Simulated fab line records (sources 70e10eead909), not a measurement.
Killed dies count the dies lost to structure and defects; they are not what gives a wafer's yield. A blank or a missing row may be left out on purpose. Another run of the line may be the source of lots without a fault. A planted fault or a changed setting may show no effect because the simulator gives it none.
fab line records ; flow nand_harc ; part 2 of 2: steps 27 to 36 of 36
record: lots: 5; wafers: 15; last_day: 31
route steps=1302 shown A_ZERO_WELL@391 A_SOURCE_PLATE@413 A_ONON_D1@424
lots that met no fault: from a run of the same line without faults
start_h: hours from the record's opening day to when the first of the lot's shown wafers began ; wait_h: hours from the lot's prior step to this one ; " repeats the value in the row above ; L1.1+2: several wafers, shown together as one row ; - no value, or no start given ; * or withheld: withheld ; < > ~ a bound
route shown NAME@n: NAME is a module with steps in the file, n the number in the route of the first one ; usual: average and standard deviation across the fault-free wafers ; same: alike in all rows ; chamber/n: place in a boat ; sites: readings site by site ; _std_site: the standard deviation of these ; _edge_site: inner sites' mean taken away from outer sites' mean ; radius_mm: for every site, how far away it sits from the centre of the wafer ; mask NAME#n: copy n ; behind: tool/chamber where the wafer was last shaped ; hold: the reason the lot was held/the length of the hold in hours/how it ended ; device: the transistor (n, p or np) that didn't switch ; end of line: tests of these same wafers at the route's end ; a step given without rows: its recipe and nothing more ; killed: the dies lost at the first sort to structure and to defects; this is not the yield of the wafer ; map: dies across one wafer; x = killed, . = not, _ = none there
set.NAME: the setting as run; set.NAME@STEP: as run at that earlier step ; model.NAME: the simulator's own value behind a step, which no gauge read
lots at some steps of the route; a table a step, a row a wafer
services: when a tool's chamber went out of use (start_h, in hours from the record's first day, below 0 if earlier), for how many hours, and the reason
== steps ==
step: NHARC_A_SOURCE_PLATE_CVD_03
recipe: target_thk_a: 2000; temp_c: 620; pressure_mtorr: 200; time_s: 4000; material: poly-Si
usual: spike_tc_centre_C: 621.7/0.99; spike_tc_lower_C: 620.0/1.1
lot.wafer;tool;chamber;start_h;wait_h;spike_tc_centre_C;spike_tc_lower_C
L076.1;lpcvd_poly-02;0;170.17;-;621.6;620.5
L076.3;lpcvd_poly-02;0;170.17;-;621.5;619.9
L076.5;lpcvd_poly-02;0;170.17;-;622.7;619.6
L087.1;lpcvd_poly-01;0;292.54;-;621.7;620.7
L087.3;lpcvd_poly-01;0;292.54;-;622.5;619.8
L087.6;lpcvd_poly-01;0;292.54;-;621.5;619.1
L089.1;lpcvd_poly-01;0;292.54;-;622.7;620.8
L089.2;lpcvd_poly-01;0;292.54;-;618.5;620.8
L089.6;lpcvd_poly-01;0;292.54;-;620.8;620.9
L090.2;lpcvd_poly-02;0;308.45;-;620.4;621.1
L090.3;lpcvd_poly-02;0;308.45;-;621.1;620.2
L090.4;lpcvd_poly-02;0;308.45;-;622.9;618.5
L092.3;lpcvd_poly-02;0;327.39;-;621.7;618.7
L092.5;lpcvd_poly-02;0;327.39;-;621.7;621.6
L092.6;lpcvd_poly-02;0;327.39;-;622.1;618.2
step: NHARC_A_SOURCE_PLATE_ANNEAL_05
recipe: temp_c: 850; time_s: 1800
usual: spike_tc_centre_C: 850.1/1.1; spike_tc_lower_C: 850.2/0.93
lot.wafer;tool;chamber;start_h;wait_h;spike_tc_centre_C;spike_tc_lower_C
L076.1;furnace-05;0;177.68;4.4;850.3;850.6
L076.3;furnace-05;0;177.68;4.4;850.0;851.5
L076.5;furnace-05;0;177.68;4.4;851.0;850.5
L087.1;furnace-05;0;301.06;5.4;849.6;847.8
L087.3;furnace-05;0;301.06;5.4;849.0;849.2
L087.6;furnace-05;0;301.06;5.4;848.8;849.6
L089.1;furnace-05;0;301.06;5.4;849.9;849.8
L089.2;furnace-05;0;301.06;5.4;853.0;849.5
L089.6;furnace-05;0;301.06;5.4;851.6;848.0
L090.2;furnace-05;0;314.90;3.4;849.0;850.4
L090.3;furnace-05;0;314.90;3.4;850.4;849.1
L090.4;furnace-05;0;314.90;3.4;849.7;849.8
L092.3;furnace-08;0;333.40;2.9;849.7;850.9
L092.5;furnace-08;0;333.40;2.9;849.6;851.8
L092.6;furnace-08;0;333.40;2.9;849.6;849.8
step: NHARC_A_SOURCE_PLATE_THK_MEAS_06
recipe: thk_meas_gauge: ellipsometry
usual: thk_nm: 199.8/2.2
lot.wafer;tool;chamber;start_h;wait_h;thk_nm
L076.1;film_metro-02;-;181.62;0.4;201.4
L076.3;film_metro-02;-;181.62;0.4;200.1
L076.5;film_metro-02;-;181.62;0.4;201.4
L087.1;film_metro-01;-;305.06;0.4;199.5
L087.3;film_metro-01;-;305.06;0.4;199.3
L087.6;film_metro-01;-;305.06;0.4;198.0
L089.1;film_metro-02;-;305.07;0.4;199.4
L089.2;film_metro-02;-;305.07;0.4;199.3
L089.6;film_metro-02;-;305.07;0.4;196.8
L090.2;film_metro-01;-;318.82;0.4;199.4
L090.3;film_metro-01;-;318.82;0.4;196.8
L090.4;film_metro-01;-;318.82;0.4;200.1
L092.3;film_metro-01;-;337.39;0.4;198.4
L092.5;film_metro-01;-;337.39;0.4;195.5
L092.6;film_metro-01;-;337.39;0.4;196.9
step: NHARC_A_SOURCE_PLATE_INSPECT_08
usual: raw_defect_count: 54/21
lot.wafer;tool;chamber;start_h;wait_h;raw_defect_count
L076.1;defect_inspect-02;-;181.68;0.0;63
L076.3;defect_inspect-02;-;181.68;0.0;62
L076.5;defect_inspect-02;-;181.68;0.0;45
L087.1;defect_inspect-02;-;305.15;0.0;31
L087.3;defect_inspect-02;-;305.15;0.0;86
L087.6;defect_inspect-02;-;305.15;0.0;41
L089.1;defect_inspect-02;-;305.15;0.0;53
L089.2;defect_inspect-02;-;305.15;0.0;41
L089.6;defect_inspect-02;-;305.15;0.0;69
L090.2;defect_inspect-02;-;318.88;0.0;41
L090.3;defect_inspect-02;-;318.88;0.0;76
L090.4;defect_inspect-02;-;318.88;0.0;48
L092.3;defect_inspect-02;-;337.45;0.0;63
L092.5;defect_inspect-02;-;337.45;0.0;30
L092.6;defect_inspect-02;-;337.45;0.0;42
step: NHARC_A_ONON_D1_DEP_00
recipe: target_thk_a: 10000; n2_flow_sccm: 2750; n2o_flow_sccm: 2000; nh3_flow_sccm: 500; sih4_flow_sccm: 210; temp_c: 400
usual: n2_flow_sccm: 2751/7.9
lot.wafer;tool;chamber;start_h;wait_h;n2_flow_sccm
L076.1;pecvd_onon-02;0;181.75;0.1;2750
L076.3;pecvd_onon-02;0;181.75;0.1;2754
L076.5;pecvd_onon-02;0;181.75;0.1;2754
L087.1;pecvd_onon-03;0;305.21;0.1;2757
L087.3;pecvd_onon-03;0;305.21;0.1;2751
L087.6;pecvd_onon-03;0;305.21;0.1;2754
L089.1;pecvd_onon-04;0;305.39;0.2;2750
L089.2;pecvd_onon-04;0;305.39;0.2;2759
L089.6;pecvd_onon-04;0;305.39;0.2;2755
L090.2;pecvd_onon-02;0;319.00;0.1;2749
L090.3;pecvd_onon-02;0;319.00;0.1;2750
L090.4;pecvd_onon-02;0;319.00;0.1;2763
L092.3;pecvd_onon-02;0;337.63;0.2;2760
L092.5;pecvd_onon-02;0;337.63;0.2;2755
L092.6;pecvd_onon-02;0;337.63;0.2;2763
step: NHARC_A_ONON_D1_THK_MEAS_02
recipe: thk_meas_gauge: ellipsometry
usual: thk_nm: 1001/9.1
lot.wafer;tool;chamber;start_h;wait_h;thk_nm
L076.1;film_metro-01;-;182.26;-;1002
L076.3;film_metro-01;-;182.26;-;1002
L076.5;film_metro-01;-;182.26;-;1000
L087.1;film_metro-02;-;305.73;-;995
L087.3;film_metro-02;-;305.73;-;995
L087.6;film_metro-02;-;305.73;-;994
L089.1;film_metro-02;-;305.91;-;997
L089.2;film_metro-02;-;305.91;-;995
L089.6;film_metro-02;-;305.91;-;996
L090.2;film_metro-01;-;319.45;-;1003
L090.3;film_metro-01;-;319.45;-;1003
L090.4;film_metro-01;-;319.45;-;1002
L092.3;film_metro-01;-;338.02;-;994
L092.5;film_metro-01;-;338.02;-;994
L092.6;film_metro-01;-;338.02;-;995
step: NHARC_A_ONON_D1_DEP_03
recipe: target_thk_a: 10000; n2_flow_sccm: 2750; n2o_flow_sccm: 2000; nh3_flow_sccm: 500; sih4_flow_sccm: 210; temp_c: 400
usual: n2_flow_sccm: 2750/6.7
lot.wafer;tool;chamber;start_h;wait_h;n2_flow_sccm
L076.1;pecvd_onon-02;0;182.32;0.1;2756
L076.3;pecvd_onon-02;0;182.32;0.1;2741
L076.5;pecvd_onon-02;0;182.32;0.1;2746
L087.1;pecvd_onon-03;0;305.78;0.1;2761
L087.3;pecvd_onon-03;0;305.78;0.1;2770
L087.6;pecvd_onon-03;0;305.78;0.1;2747
L089.1;pecvd_onon-04;0;305.97;0.1;2751
L089.2;pecvd_onon-04;0;305.97;0.1;2748
L089.6;pecvd_onon-04;0;305.97;0.1;2751
L090.2;pecvd_onon-03;0;319.57;0.1;2753
L090.3;pecvd_onon-03;0;319.57;0.1;2745
L090.4;pecvd_onon-03;0;319.57;0.1;2761
L092.3;pecvd_onon-04;0;338.19;0.2;2747
L092.5;pecvd_onon-04;0;338.19;0.2;2740
L092.6;pecvd_onon-04;0;338.19;0.2;2747
step: NHARC_A_ONON_D1_THK_MEAS_05
recipe: thk_meas_gauge: ellipsometry
usual: thk_nm: 999/12
lot.wafer;tool;chamber;start_h;wait_h;thk_nm
L076.1;film_metro-02;-;182.84;-;981
L076.3;film_metro-02;-;182.84;-;982
L076.5;film_metro-02;-;182.84;-;983
L087.1;film_metro-02;-;306.29;-;1009
L087.3;film_metro-02;-;306.29;-;1009
L087.6;film_metro-02;-;306.29;-;1010
L089.1;film_metro-01;-;306.47;-;1007
L089.2;film_metro-01;-;306.47;-;1005
L089.6;film_metro-01;-;306.47;-;1005
L090.2;film_metro-01;-;320.02;-;994
L090.3;film_metro-01;-;320.02;-;995
L090.4;film_metro-01;-;320.02;-;994
L092.3;film_metro-02;-;338.58;-;1026
L092.5;film_metro-02;-;338.58;-;1026
L092.6;film_metro-02;-;338.58;-;1025
step: NHARC_A_ONON_D1_DEP_06
recipe: target_thk_a: 10000; n2_flow_sccm: 2750; n2o_flow_sccm: 2000; nh3_flow_sccm: 500; sih4_flow_sccm: 210; temp_c: 400
usual: n2_flow_sccm: 2748/8
lot.wafer;tool;chamber;start_h;wait_h;n2_flow_sccm
L076.1;pecvd_onon-03;0;182.89;0.1;2743
L076.3;pecvd_onon-03;0;182.89;0.1;2733
L076.5;pecvd_onon-03;0;182.89;0.1;2749
L087.1;pecvd_onon-03;0;306.35;0.1;2748
L087.3;pecvd_onon-03;0;306.35;0.1;2760
L087.6;pecvd_onon-03;0;306.35;0.1;2752
L089.1;pecvd_onon-04;0;306.53;0.1;2746
L089.2;pecvd_onon-04;0;306.53;0.1;2742
L089.6;pecvd_onon-04;0;306.53;0.1;2754
L090.2;pecvd_onon-02;0;320.13;0.1;2747
L090.3;pecvd_onon-02;0;320.13;0.1;2745
L090.4;pecvd_onon-02;0;320.13;0.1;2741
L092.3;pecvd_onon-02;0;338.75;0.2;2756
L092.5;pecvd_onon-02;0;338.75;0.2;2749
L092.6;pecvd_onon-02;0;338.75;0.2;2739
step: NHARC_A_ONON_D1_THK_MEAS_08
recipe: thk_meas_gauge: ellipsometry
usual: thk_nm: 1001/10
lot.wafer;tool;chamber;start_h;wait_h;thk_nm
L076.1;film_metro-01;-;183.40;-;1007
L076.3;film_metro-01;-;183.40;-;1006
L076.5;film_metro-01;-;183.40;-;1008
L087.1;film_metro-01;-;306.86;-;998
L087.3;film_metro-01;-;306.86;-;999
L087.6;film_metro-01;-;306.86;-;999
L089.1;film_metro-02;-;307.03;-;1009
L089.2;film_metro-02;-;307.03;-;1006
L089.6;film_metro-02;-;307.03;-;1010
L090.2;film_metro-02;-;320.59;-;998
L090.3;film_metro-02;-;320.59;-;997
L090.4;film_metro-02;-;320.59;-;997
L092.3;film_metro-02;-;339.15;-;1003
L092.5;film_metro-02;-;339.15;-;1005
L092.6;film_metro-02;-;339.15;-;1004
== services ==
tool;chamber;start_h;hours;kind
rie_diel-09;3;135.27;6.5;repair
implanter-01;-;141.81;3.2;repair
rie_diel-09;-;143.34;9.0;pm
implanter-01;-;145.54;0.9;repair
wet_bench-07;-;160.00;8.0;pm
rie_diel-09;-;166.13;0.6;repair
wet_bench-09;-;176.80;8.0;pm
pecvd_onon-02;-;185.12;13.0;pm
implanter-01;-;187.78;1.3;repair
lpcvd_poly-02;-;197.03;10.0;repair
pecvd_onon-02;-;205.72;8.5;repair
wet_bench-03;-;210.43;8.0;pm
krf_scanner-03;-;224.00;4.0;pm
litho_track-02;-;227.00;7.0;pm
pecvd_onon-03;-;227.20;13.0;pm
wet_bench-02;-;244.00;8.0;pm
wet_bench-05;-;260.80;8.0;pm
litho_track-03;-;275.00;7.0;pm
rie_diel-03;-;281.30;9.0;pm
litho_track-05;-;299.00;7.0;pm
rie_diel-03;3;310.63;6.9;repair
pecvd_onon-04;-;311.08;13.0;pm
rie_diel-09;-;320.34;9.0;pm
wet_bench-07;-;336.00;8.0;pm
